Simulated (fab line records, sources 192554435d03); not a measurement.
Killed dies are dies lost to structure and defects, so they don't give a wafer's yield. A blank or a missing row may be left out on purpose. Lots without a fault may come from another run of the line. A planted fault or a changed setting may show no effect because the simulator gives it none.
One fault seen from 2 desks | flow n5_finfet | each desk has only its own numbers; what lay behind them comes last

THE TOOL OWNER'S DESK: pecvd-03
The tool's own readings at N5_BEOL_M0_SAQP_PECVD_96 (deposits a-Si from SiH4/He, target thk 45 nm, time 45.2 s): means of the sampled wafers that have a number, for each lot that ran on this tool. A lot is out of limits, marked OUT, if its mean lies more than 4 standard deviations from the usual mean; the brackets give that distance.
Columns: A = heater_power_w at N5_BEOL_M0_SAQP_PECVD_96, usual 690 W; B = run_length_s at N5_BEOL_M0_SAQP_PECVD_96, usual 81.4 s; C = showerhead_plenum_p_Torr at N5_BEOL_M0_SAQP_PECVD_96, usual 5.66 Torr; D = susceptor_temp_C at N5_BEOL_M0_SAQP_PECVD_96, usual 350.00 C; E = throttle_valve_pct at N5_BEOL_M0_SAQP_PECVD_96, usual 18.0 %
lot  | first seen here | A   | B               | C    | D      | E
L650 | day 7 07:29     | 746 | 83.3 (+4.0) OUT | 5.61 | 349.89 | 18.2
L652 | day 7 16:41     | 701 | 83.9 (+5.1) OUT | 5.64 | 350.18 | 18.1
L665 | day 11 06:26    | 653 | 81.0            | 5.65 | 350.00 | 18.3
This desk's finding: out of limits on L650, L652; first on L650, day 7 07:29 (run_length_s at N5_BEOL_M0_SAQP_PECVD_96). In limits: L665.

THE METROLOGY DESK
What the gauges read, lot by lot, whatever tool the lot ran on: means of the sampled wafers that have a number. A lot is out of limits, marked OUT, if its mean lies more than 4 standard deviations from the usual mean; the brackets give that distance. Of its 10 readings 7 are shown: those that lie furthest out on some lot.
Columns: A = DIBL_N at N5_BEOL_M4_RC_MEAS_101, usual 35.7 mV/V; B = DIBL_P at N5_BEOL_M4_RC_MEAS_101, usual 35.4 mV/V; C = IOFF_N at N5_BEOL_M4_RC_MEAS_101, usual 0.152 nA/um; D = IOFF_P at N5_BEOL_M4_RC_MEAS_101, usual 0.20 nA/um; E = ION_N at N5_BEOL_M4_RC_MEAS_101, usual 672 uA/um; F = SS_N at N5_BEOL_M4_RC_MEAS_101, usual 71.4 mV/dec; G = VT_N at N5_BEOL_M4_RC_MEAS_101, usual 251 mV
lot  | first seen here | A    | B    | C     | D    | E   | F    | G
L650 | day 9 17:59     | 35.8 | 36.1 | 0.155 | 0.20 | 679 | 71.7 | 248
L652 | day 10 03:43    | 36.0 | 35.0 | 0.137 | 0.20 | 673 | 71.3 | 252
L665 | day 13 20:19    | 36.2 | 36.5 | 0.148 | 0.20 | 675 | 71.0 | 251
L666 | day 14 06:38    | 32.8 | 31.6 | 0.101 | 0.16 | 660 | 70.5 | 257
This desk's finding: nothing out of limits on any of the 4 lots.

PUT TOGETHER
The tool owner's desk could have raised an alarm at day 7 07:29, on L650, L652.
The metrology desk saw nothing out of limits.
The metrology desk has L650, L652 on record, within its limits.
Of the lots named, all ran N5_BEOL_M0_SAQP_PECVD_96 on pecvd-03.

WHAT THE SIMULATOR HAD PUT IN
Process parameter drift: pecvd-03, from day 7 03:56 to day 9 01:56, at N5_BEOL_M0_SAQP_PECVD_96. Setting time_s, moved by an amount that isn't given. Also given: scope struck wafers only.
Lots struck among those shown: L650, L652.
Hours from the fault's start to each desk's first reading out of limits: the tool owner's desk, 4.
